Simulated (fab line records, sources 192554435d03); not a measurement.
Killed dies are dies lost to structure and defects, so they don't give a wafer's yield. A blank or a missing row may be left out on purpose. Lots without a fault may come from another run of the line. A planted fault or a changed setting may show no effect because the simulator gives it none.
fab line records | flow n5_finfet
record lots=6 wafers=18 last_day=16
route steps=1938 shown BEOL_M6@1248
lots that met no fault: from a run of the same line without faults
start_h: hours from the record's first day to the start of the lot's first wafer shown | wait_h: hours since the lot's step before | " the same as in the row above | L1.1+2: a row that stands for several wafers | - no value, or no start given | * or withheld: withheld | < > ~ a bound
route shown NAME@n: a module of which the file shows steps, and the number in the route of the first | usual: mean/standard deviation of fault-free wafers | same: alike in all rows | chamber/n: place in a boat | sites: the reading at each site | _std_site: their standard deviation | _edge_site: outer sites' mean less inner sites' | radius_mm: how far each site lies from the wafer's centre | mask NAME#n: copy n | behind: the tool/chamber that last shaped the wafer | hold: why the lot was held/for how many hours/how that ended | device: the transistor (n, p or np) that didn't switch | end of line: the same wafers' tests at the end of the route | a step without rows: its recipe alone | killed: dies lost to structure and defects at the first sort, not the wafer's yield | map: a wafer's dies, x killed, . not, _ none there
set.NAME: the setting as run; set.NAME@STEP: as run at that earlier step | model.NAME: the simulator's own value behind a step, which no gauge read
lots at some steps of the route; a table a step, a row a wafer
services: from which hour (start_h, from the record's first day; less than 0 if before it) a tool's chamber was out of use, for how many hours, and why
## steps
# step N5_BEOL_M6_CURE_75
# recipe temp_c=370 time_s=120 ambient=DMADMS/He material=SiCOH_lowk
# usual lamp_power_pct=52.32/0.049 wafer_temp_C_max=371.8/0.52
# columns lot.wafer tool chamber start_h wait_h lamp_power_pct wafer_temp_C_max
L544.2 uv_cure-03 2 190.42 0.1 52.33 371.4
L544.3 " 2 " " 52.37 371.3
L544.6 " 2 " " 52.26 371.3
L546.1 uv_cure-01 2 214.36 0.0 52.33 372.8
L546.2 " 2 " " 52.34 372.1
L546.5 " 2 " " 52.30 372.0
L557.1 uv_cure-02 1 263.02 0.0 52.31 371.3
L557.3 " 1 " " 52.32 371.7
L557.5 " 1 " " 52.31 371.9
L556.2 uv_cure-01 1 275.63 0.4 52.29 371.5
L556.3 " 1 " " 52.34 370.8
L556.6 " 1 " " 52.35 371.3
L558.1 uv_cure-03 2 281.64 0.0 52.31 371.7
L558.3 " 2 " " 52.29 370.9
L558.5 " 2 " " 52.33 371.4
L562.1 uv_cure-03 2 302.91 0.0 52.34 372.0
L562.3 " 2 " " 52.26 371.1
L562.6 " 2 " " 52.31 371.6
# step N5_BEOL_M6_DEGAS_44
# recipe ambient=vacuum temp_c=250 time_s=60
# step N5_BEOL_M6_PRE_CLEAN_45
# recipe gas=H2/He time_s=30 temp_c=250
# usual heater_power_w=323/18
# columns lot.wafer tool chamber start_h wait_h heater_power_w
L544.2 pvd_sputter-03 - 190.77 0.0 352
L544.3 " - " " 333
L544.6 " - " " 323
L546.1 pvd_sputter-02 - 214.97 0.0 344
L546.2 " - " " 314
L546.5 " - " " 341
L557.1 pvd_sputter-01 - 263.38 0.0 283
L557.3 " - " " 315
L557.5 " - " " 318
L556.2 pvd_sputter-01 - 275.98 0.0 311
L556.3 " - " " 338
L556.6 " - " " 276
L558.1 pvd_sputter-01 - 282.10 0.0 331
L558.3 " - " " 313
L558.5 " - " " 334
L562.1 pvd_sputter-02 - 303.46 0.0 314
L562.3 " - " " 342
L562.6 " - " " 337
# step N5_BEOL_M6_ALD_77
# recipe material=TaN target_thk_a=20 temp_c=275 ald_precursor_family=PDMAT ald_co_reactant=NH3 pressure_torr=3 carrier_flow_sccm=1500 pulse_time_s=2 purge_time_s=3 co_reactant_purge_time_s=2 co_reactant_pulse_time_s=3 ald_cycles=40 precursor_vessel_temp_c=75 precursor_vessel_pressure_torr=26.25 precursor_vessel_carrier_sccm=1000
# step N5_BEOL_M6_SURFACE_TREAT_79
# recipe gas=Ar time_s=* ion_energy_ev=* ion_current_ma_cm2=0.5 pressure_mtorr=* ar_flow_sccm=30
# usual pressure_mtorr=* throttle_valve_pct=*
# columns lot.wafer tool chamber start_h wait_h pressure_mtorr throttle_valve_pct
L544.2 pvd_sputter-01 - 191.13 0.2 * *
L544.3 " - " " * *
L544.6 " - " " * *
L546.1 pvd_sputter-03 - 215.31 0.2 * *
L546.2 " - " " * *
L546.5 " - " " * *
L557.1 pvd_sputter-03 - 263.74 0.2 * *
L557.3 " - " " * *
L557.5 " - " " * *
L556.2 pvd_sputter-03 - 276.55 0.3 * *
L556.3 " - " " * *
L556.6 " - " " * *
L558.1 pvd_sputter-02 - 282.58 0.3 * *
L558.3 " - " " * *
L558.5 " - " " * *
L562.1 pvd_sputter-03 - 305.24 1.4 * *
L562.3 " - " " * *
L562.6 " - " " * *
# step N5_BEOL_M6_CVD_78
# recipe material=Co target_thk_a=20 temp_c=withheld precursor=CCTBA/H2 pressure_torr=30 time_s=142.3
# step N5_BEOL_M6_SPUTTER_48
# recipe material=Cu target_thk_a=100 temp_c=-20 bias_v=60 power_w=26000 chamber_pressure_pa=0.13 time_s=1.667
# usual chamber_pressure_pa=0.13005/0.00027 throttle_valve_pct=30.0/1.3
# columns lot.wafer tool chamber start_h wait_h chamber_pressure_pa throttle_valve_pct
L544.2 pvd_sputter-01 - 191.37 0.1 0.13033 29.4
L544.3 " - " " 0.13001 30.7
L544.6 " - " " 0.13041 29.4
L546.1 pvd_sputter-01 - 215.49 0.1 0.13022 29.4
L546.2 " - " " 0.13033 28.9
L546.5 " - " " 0.13003 29.4
L557.1 pvd_sputter-01 - 263.99 0.1 0.12974 31.3
L557.3 " - " " 0.13015 29.5
L557.5 " - " " 0.13028 31.2
L556.2 pvd_sputter-03 - 277.23 0.3 0.12979 28.4
L556.3 " - " " 0.12984 30.0
L556.6 " - " " 0.12966 30.0
L558.1 pvd_sputter-02 - 283.06 0.3 0.12985 27.9
L558.3 " - " " 0.12962 32.1
L558.5 " - " " 0.13027 30.3
L562.1 pvd_sputter-03 - 305.48 0.1 0.13023 30.3
L562.3 " - " " 0.13003 30.2
L562.6 " - " " 0.1299 30.2
# step N5_BEOL_M6_ECD_50
# recipe material=Cu target_thk_a=3000
# step N5_BEOL_M6_ANNEAL_51
# recipe temp_c=225 time_s=90 ambient=N2
# step N5_BEOL_M6_CMP_52
# recipe stop_on=SiCOH_lowk t_overpolish_s=6.9 down_force_psi=1 platen_rpm=50 clearing_platen_down_force_psi=1.5 clearing_platen_rpm=50 post_cmp_clean=cu_alkaline target_thk_nm=80 clearing_platen_pad_velocity_m_s=0.99484 pad_velocity_m_s=0.99484
# usual barrier_field_endpoint_s=29.0/0.93 clearing_platen_rpm=49.999/0.026 head_pressure_psi=0.9997/0.0018 motor_current_A=6.2/0.51 overpolish_run_s=6.901/0.0087 retaining_ring_pressure_frac=1.000/0.0047 time_to_endpoint_s=64/4
# columns lot.wafer tool chamber start_h wait_h barrier_field_endpoint_s clearing_platen_rpm head_pressure_psi motor_current_A overpolish_run_s retaining_ring_pressure_frac time_to_endpoint_s
L544.3 cmp-03 1 192.23 0.2 29.1 49.966 1.0000 5.7 6.905 1.003 59
L544.2 " 3 " " 29.4 49.994 0.9992 6.7 6.900 0.988 65
L544.6 " 2 " " 28.8 50.014 0.9986 5.7 6.884 1.003 61
L546.2 cmp-01 1 216.75 0.3 28.7 50.000 0.9995 5.6 6.902 1.003 65
L546.1 " 2 " " 28.6 49.997 1.0014 6.3 6.897 0.997 63
L546.5 " 0 " " 29.5 49.991 1.0002 5.3 6.913 0.993 64
L557.3 cmp-03 0 264.84 0.2 29.1 49.970 1.0000 6.5 6.908 0.995 67
L557.1 " 2 " " 29.9 49.968 1.0016 5.9 6.898 1.003 68
L557.5 " 1 " " 28.0 50.027 1.0007 5.6 6.899 0.998 64
L556.3 cmp-03 2 277.74 0.2 28.2 49.993 0.9980 5.5 6.899 0.999 65
L556.2 " 0 " " 29.4 49.985 1.0013 6.6 6.890 1.002 68
L556.6 " 2 " " 28.5 49.967 1.0007 5.7 6.922 1.002 63
L558.3 cmp-01 1 283.78 0.2 28.8 49.988 0.9992 5.9 6.900 0.998 66
L558.1 " 3 " " 29.2 50.014 0.9967 5.6 6.900 1.008 64
L558.5 " 0 " " 28.7 50.020 1.0002 5.6 6.895 0.988 62
L562.1 cmp-03 2 305.98 0.3 28.4 49.984 1.0038 5.4 6.892 0.997 63
L562.3 " 3 " " 28.8 49.984 0.9973 6.9 6.895 1.008 69
L562.6 " 3 " " 29.2 49.989 0.9973 6.9 6.904 0.998 67
# step N5_BEOL_M6_THK_MEAS_53
# recipe thk_meas_gauge=xrf reads=Cu_of_BEOL_M6_ECD_50
# usual M6_THK=82.0/2.7
# columns lot.wafer tool chamber start_h wait_h M6_THK[nm]
L544.2 film_metro-01 - 192.53 - 81.6
L544.3 " - " " 85.7
L544.6 " - " " 78.3
L546.1 film_metro-02 - 217.00 - 81.9
L546.2 " - " " 84.1
L546.5 " - " " 78.8
L557.1 film_metro-02 - 265.13 - 80.8
L557.3 " - " " 88.0
L557.5 " - " " 79.9
L556.2 film_metro-02 - 278.04 - 80.6
L556.3 " - " " 79.3
L556.6 " - " " 77.9
L558.1 film_metro-01 - 284.04 - 83.8
L558.3 " - " " 83.1
L558.5 " - " " 79.9
L562.1 film_metro-01 - 306.28 - 83.9
L562.3 " - " " 80.1
L562.6 " - " " 85.3
# step N5_BEOL_M6_PRE_CLEAN_55
# recipe gas=NH3 time_s=15 temp_c=withheld rf_power_w=300
# step N5_BEOL_M6_DEP_56
# recipe material=SiCN target_thk_a=100 temp_c=withheld precursor=3MS/NH3 pressure_torr=3 rf_w=202 time_s=17.5
# usual showerhead_plenum_p_Torr=3.663/0.016 throttle_valve_pct=9.1/0.48
# columns lot.wafer tool chamber start_h wait_h showerhead_plenum_p_Torr throttle_valve_pct model.SiCN_of_BEOL_M6_DEP_56.thk_nm
L544.2 pecvd-04 0 192.60 0.0 3.674 9.2 9.8
L544.3 " 1 " " 3.678 9.0 10.2
L544.6 " 0 " " 3.674 9.0 10
L546.1 pecvd-01 0 217.06 0.0 3.693 9.1 9.8
L546.2 " 1 " " 3.650 8.7 10
L546.5 " 0 " " 3.689 9.0 10
L557.1 pecvd-04 1 265.21 0.0 3.677 8.9 10.2
L557.3 " 0 " " 3.666 9.4 10.2
L557.5 " 0 " " 3.675 9.3 11
L556.2 pecvd-02 1 278.10 0.0 3.667 9.6 10
L556.3 " 0 " " 3.667 9.9 9.6
L556.6 " 0 " " 3.663 9.6 10
L558.1 pecvd-04 1 284.10 0.0 3.662 8.9 10.2
L558.3 " 0 " " 3.666 9.2 10.2
L558.5 " 1 " " 3.660 8.9 10.8
L562.1 pecvd-02 0 306.34 0.0 3.667 9.5 9.4
L562.3 " 2 " " 3.666 8.3 10
L562.6 " 0 " " 3.674 9.4 9.6
# step N5_BEOL_M6_RS_MEAS_57
# recipe thk_meas_gauge=four-point-probe reads=Cu_of_BEOL_M6_ECD_50+Co_of_BEOL_M6_CVD_78+TaN_of_BEOL_M6_ALD_77
# usual M6_RS=0.283/0.011
# columns lot.wafer tool chamber start_h wait_h M6_RS[ohm/sq]
L544.2 film_metro-01 - 192.69 0.1 0.288
L544.3 " - " " 0.273
L544.6 " - " " 0.303
L546.1 film_metro-01 - 217.13 0.1 0.283
L546.2 " - " " 0.274
L546.5 " - " " 0.296
L557.1 film_metro-01 - 265.28 0.1 0.286
L557.3 " - " " 0.257
L557.5 " - " " 0.289
L556.2 film_metro-01 - 278.17 0.1 0.288
L556.3 " - " " 0.293
L556.6 " - " " 0.297
L558.1 film_metro-02 - 284.17 0.1 0.278
L558.3 " - " " 0.283
L558.5 " - " " 0.298
L562.1 film_metro-02 - 306.42 0.1 0.277
L562.3 " - " " 0.292
L562.6 " - " " 0.273
## services
# columns tool chamber start_h hours kind
pecvd-04 - 168.14 0.8 repair
pecvd-04 2 177.30 2.1 scheduled_down
uv_cure-03 - 177.67 2.8 pm
uv_cure-01 - 177.78 2.8 pm
cmp-01 - 181.78 3.0 repair
pecvd-04 2 187.96 5.0 scheduled_down
cmp-01 - 196.02 4.0 pm
uv_cure-02 - 199.89 2.8 pm
cmp-01 - 200.02 - consumable_replace:conditioner
cmp-01 - 200.02 - consumable_replace:pad
pecvd-02 2 202.38 - clean
pecvd-02 2 202.38 - consumable_replace:showerhead
pecvd-04 1 215.42 16.5 scheduled_down
uv_cure-01 - 232.86 7.5 pm
cmp-03 - 238.49 1.3 repair
cmp-03 - 245.04 4.0 pm
cmp-03 - 249.04 - consumable_replace:conditioner
cmp-03 - 249.04 - consumable_replace:pad
pecvd-02 0 251.39 5.1 repair
uv_cure-03 - 256.48 1.0 pm
uv_cure-01 - 277.48 14.6 pm
pecvd-04 1 287.78 2.1 scheduled_down
pecvd-01 - 297.19 1.4 repair
uv_cure-02 - 302.00 1.9 repair
## key
first_sign none at tools or gauges
model_effect step=N5_BEOL_M6_DEP_56 value=SiCN_of_BEOL_M6_DEP_56.thk_nm without=10.3 struck=10.9
met_at N5_BEOL_M6_DEP_56
struck_wafers L557.5,L558.5
onset_between 192.60 265.21
fault kind=process_parameter_drift tool=pecvd-04 chamber=- onset_h=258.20 steps=N5_BEOL_M6_DEP_56 channel=time_s offset=* shape=step end_h=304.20 scope=struck_wafers_only acts_in=* stated=*
